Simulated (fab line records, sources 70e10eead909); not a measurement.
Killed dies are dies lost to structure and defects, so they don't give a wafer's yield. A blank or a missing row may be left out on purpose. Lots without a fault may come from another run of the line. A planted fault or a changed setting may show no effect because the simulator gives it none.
Which tool did it? | flow nand_harc | 12 lots, 34 wafers sampled, at 5 steps of a route of 1159

WHAT THE GAUGES READ, wafer by wafer
NHARC_END_SORT_01.
lot  | measured     | on        | killed_at_array | killed_at_other | killed_at_periphery | killed_dies | killed_open | killed_short
L616 | day 26 11:43 | prober-01 | 134 33          | 0 0             | 3 1                 | 137 34      | 2 1         | 6 3
L622 | day 27 03:19 | prober-01 | 168 43 26       | 0 0 0           | 3 6 3               | 171 49 29   | 6 3 3       | 0 3 2
L619 | day 28 06:14 | prober-02 | 42 160          | 0 0             | 4 3                 | 46 163      | 7 10        | 4 0

WHICH TOOL RAN EACH LOT (tool, then ch and the chambers of the sampled wafers, then the start)
lot  | NHARC_A_STAIRCASE_CMP_472     | NHARC_A_SGD_CUT_DESCUM_14          | NHARC_A_SGD_CUT_ETCH_59            | NHARC_A_SGD_CUT_STRIP_28
L607 | cmp-03 ch 0,1,3, day 16 09:40 | rie_diel-01 ch 0,1, day 16 10:56   | rie_diel-01 ch 2,3, day 16 11:07   | rie_diel-01 ch 1,2,3, no start
L610 | cmp-02 ch 0,1,3, day 16 10:37 | rie_diel-01 ch 2,3, day 16 11:56   | rie_diel-01 ch 0,2,3, day 16 12:11 | rie_diel-12 ch 0,2,3, day 16 17:45
L611 | cmp-02 ch 1,2,3, day 16 11:04 | rie_diel-08 ch 1,2, day 16 12:24   | rie_diel-08 ch 1,2,3, day 16 12:38 | rie_diel-01 ch 0,1,3, no start
L609 | cmp-03 ch 1,2, day 16 16:52   | rie_diel-08 ch 0,2, day 16 18:03   | rie_diel-08 ch 1,2, day 16 18:13   | rie_diel-08 ch 0,2,3, no start
L613 | cmp-02 ch 0,1,2, day 17 01:48 | rie_diel-01 ch 0,1,2, day 17 03:06 | rie_diel-01 ch 0,1, day 17 03:16   | rie_diel-08 ch 1,2, no start
L616 | cmp-02 ch 0,1, day 17 10:41   | rie_diel-01 ch 0, day 17 12:11     | rie_diel-01 ch 1, day 17 12:20     | rie_diel-08 ch 0,1, day 26 11:43 or earlier
L614 | cmp-03 ch 0,2, day 17 10:50   | rie_diel-12 ch 1,2, day 17 12:20   | rie_diel-12 ch 1,2,3, day 17 12:33 | rie_diel-01 ch 0,3, no start
L622 | cmp-02 ch 0,3, day 18 03:11   | rie_diel-01 ch 0,1, day 18 04:29   | rie_diel-01 ch 0,2,3, day 18 04:40 | rie_diel-01 ch 0,2,3, day 27 03:19 or earlier
L628 | cmp-03 ch 2,3, day 18 10:31   | rie_diel-12 ch 0,3, day 18 11:43   | rie_diel-12 ch 1,2,3, day 18 11:57 | rie_diel-08 ch 1,3, no start
L627 | cmp-02 ch 0,3, day 18 12:05   | rie_diel-12 ch 1,2,3, day 18 13:31 | rie_diel-12 ch 1,3, day 18 13:41   | rie_diel-08 ch 0,2,3, no start
L624 | cmp-01 ch 2,3, day 18 12:23   | rie_diel-08 ch 0,1,2, day 18 13:43 | rie_diel-08 ch 1,2,3, day 18 13:58 | rie_diel-12 ch 1,2, no start
L619 | cmp-02 ch 2,3, day 18 14:14   | rie_diel-01 ch 1,2, day 18 15:32   | rie_diel-01 ch 0,3, day 18 15:42   | rie_diel-01 ch 1,2, day 28 06:14 or earlier
- NHARC_A_STAIRCASE_CMP_472: polishes SiO2.
- NHARC_A_SGD_CUT_DESCUM_14: chemistry O2, time 3 s.
- NHARC_A_SGD_CUT_ETCH_59: etches the open film in N2/H2, target depth 260 nm, time 406.25 s.
- NHARC_A_SGD_CUT_STRIP_28: strips in O2, time 20 s.

WHAT THE TOOLS THEMSELVES READ (means of the sampled wafers that have a number; where no wafer has one, the mark that the record gives instead)
NHARC_A_STAIRCASE_CMP_472.
lot  | tool   | edge_zone_pressure_frac | motor_current_A (A)
L607 | cmp-03 | 1.001                   | 11.7
L610 | cmp-02 | 1.003                   | 11.9
L611 | cmp-02 | 0.996                   | 11.5
L609 | cmp-03 | 1.007                   | 11.0
L613 | cmp-02 | 1.002                   | 12.6
L616 | cmp-02 | 1.003                   | 12.4
L614 | cmp-03 | 0.999                   | 10.7
L622 | cmp-02 | 1.002                   | 12.1
L628 | cmp-03 | 0.997                   | 13.8
L627 | cmp-02 | 1.000                   | 12.6
L624 | cmp-01 | 1.005                   | 12.6
L619 | cmp-02 | 1.006                   | 11.8

NHARC_A_SGD_CUT_DESCUM_14.
lot  | tool        | drypump_motor_current_A (A) | o2_flow_sccm (sccm) | oes_product_au (a.u.) | rf_vpp_V (V) | showerhead_plenum_p_Torr (Torr) | throttle_valve_pct (%)
L607 | rie_diel-01 | 6.1                         | 200.6               | 1.001                 | 58.2         | 1.91                            | 11.306
L610 | rie_diel-01 | 5.8                         | 199.7               | 1.002                 | 57.8         | 1.94                            | 11.309
L611 | rie_diel-08 | 5.6                         | 200.3               | 0.999                 | 57.2         | 1.96                            | 11.316
L609 | rie_diel-08 | 5.6                         | 200.4               | 0.995                 | 57.9         | 1.92                            | 11.317
L613 | rie_diel-01 | 6.1                         | 200.1               | 0.998                 | 57.8         | 1.94                            | 11.313
L616 | rie_diel-01 | 6.0                         | 199.9               | 1.010                 | 58.2         | 1.95                            | 11.304
L614 | rie_diel-12 | 6.0                         | 199.8               | 1.008                 | 57.5         | 1.92                            | 11.303
L622 | rie_diel-01 | 6.3                         | 199.5               | 1.004                 | 57.6         | 1.87                            | 11.311
L628 | rie_diel-12 | 5.6                         | 200.4               | 1.004                 | 57.7         | 1.92                            | 11.319
L627 | rie_diel-12 | 5.8                         | 199.8               | 0.998                 | 57.9         | 1.95                            | 11.303
L624 | rie_diel-08 | 5.6                         | 200.2               | 1.002                 | 57.5         | 1.94                            | 11.313
L619 | rie_diel-01 | 6.2                         | 200.3               | 1.009                 | 58.2         | 1.93                            | 11.311

NHARC_A_SGD_CUT_ETCH_59.
lot  | tool        | drypump_motor_current_A (A) | oes_product_au (a.u.) | rf_vpp_V (V) | run_length_s (s) | showerhead_plenum_p_Torr (Torr) | throttle_valve_pct (%)
L607 | rie_diel-01 | 5.9                         | 1.006                 | 432.4        | 427.4            | 2.12                            | 14.181
L610 | rie_diel-01 | 5.9                         | 0.995                 | 433.0        | 427.3            | 2.09                            | 14.166
L611 | rie_diel-08 | 5.7                         | 0.997                 | 430.7        | 427.5            | 2.04                            | 14.174
L609 | rie_diel-08 | 5.5                         | 1.003                 | 432.4        | 427.6            | 2.10                            | 14.166
L613 | rie_diel-01 | 6.1                         | 0.988                 | 430.3        | 427.1            | 2.04                            | 14.174
L616 | rie_diel-01 | 6.4                         | 0.994                 | 428.1        | 384.8            | 1.95                            | 14.178
L614 | rie_diel-12 | 5.9                         | 1.012                 | 431.4        | 427.7            | 2.08                            | 14.174
L622 | rie_diel-01 | 5.9                         | 1.011                 | 432.5        | 398.7            | 2.09                            | 14.179
L628 | rie_diel-12 | 5.8                         | 0.999                 | 431.3        | 427.7            | 2.08                            | 14.171
L627 | rie_diel-12 | 6.1                         | 0.995                 | 433.0        | 427.6            | 2.16                            | 14.179
L624 | rie_diel-08 | 5.7                         | 0.999                 | 430.1        | 427.6            | 2.04                            | 14.174
L619 | rie_diel-01 | 5.8                         | 0.988                 | 429.8        | 384.4            | 2.05                            | 14.169

NHARC_A_SGD_CUT_STRIP_28.
lot  | tool        | drypump_motor_current_A (A) | o2_flow_sccm (sccm) | oes_product_au (a.u.) | rf_vpp_V (V) | showerhead_plenum_p_Torr (Torr) | throttle_valve_pct (%)
L607 | rie_diel-01 | 6.0                         | 501.2               | 0.997                 | 57.4         | 3.54                            | 17.035
L610 | rie_diel-12 | 5.5                         | 499.1               | 0.998                 | 58.2         | 3.54                            | 17.041
L611 | rie_diel-01 | 6.0                         | 499.3               | 0.994                 | 58.0         | 3.49                            | 17.040
L609 | rie_diel-08 | 5.8                         | 499.2               | 0.995                 | 57.0         | 3.49                            | 17.041
L613 | rie_diel-08 | 5.7                         | 499.8               | 1.000                 | 57.3         | 3.52                            | 17.041
L616 | rie_diel-08 | 5.4                         | 501.1               | 0.989                 | 58.2         | 3.65                            | 17.030
L614 | rie_diel-01 | 5.9                         | 501.5               | 1.003                 | 57.9         | 3.56                            | 17.036
L622 | rie_diel-01 | 5.9                         | 500.2               | 1.004                 | 58.0         | 3.61                            | 17.036
L628 | rie_diel-08 | 5.6                         | 500.1               | 0.998                 | 57.9         | 3.63                            | 17.039
L627 | rie_diel-08 | 5.8                         | 499.8               | 1.000                 | 56.9         | 3.49                            | 17.034
L624 | rie_diel-12 | 5.6                         | 500.2               | 1.009                 | 58.6         | 3.47                            | 17.029
L619 | rie_diel-01 | 6.2                         | 500.5               | 1.002                 | 58.2         | 3.56                            | 17.029

THE ANSWER, worked out from the rows above alone
Rule: what is usual is taken from the lots themselves. Put in order of their means at a reading, lots are off if they are a third of the lots or fewer, leave a main group of 4 or more, and stand apart from it by a gap of 3 or more times the standard deviation of the main group's means; of several such gaps the widest counts. A main group whose means are all the same, to the digits that the tables above print for the reading, isn't used. A lot without any number at a reading at which 4 lots or more have one is off too. The other lots that the step has rows for count as sound. The gauges are gone through in route order, then the tools' own readings, and for those a lot's mean is taken as printed above. The first step at which some lot is off is used, and at that step the reading that is off furthest; a lot without a number counts as furthest.
Off: L616, L622, L619, at NHARC_A_SGD_CUT_ETCH_59 (run_length_s). The main group: mean 427.5 s, standard deviation 0.19.
A tool fits if, at that step or a process step before it, it ran every lot that is off, and no sound lot after the first of them. One fits: rie_diel-01 at NHARC_A_SGD_CUT_DESCUM_14 and NHARC_A_SGD_CUT_ETCH_59. At NHARC_A_SGD_CUT_DESCUM_14 its last sound lot is L613 (day 17 03:06), its first lot that is off L616 (day 17 12:11): a fault that began between those two fits.

WHAT THE SIMULATOR HAD PUT IN
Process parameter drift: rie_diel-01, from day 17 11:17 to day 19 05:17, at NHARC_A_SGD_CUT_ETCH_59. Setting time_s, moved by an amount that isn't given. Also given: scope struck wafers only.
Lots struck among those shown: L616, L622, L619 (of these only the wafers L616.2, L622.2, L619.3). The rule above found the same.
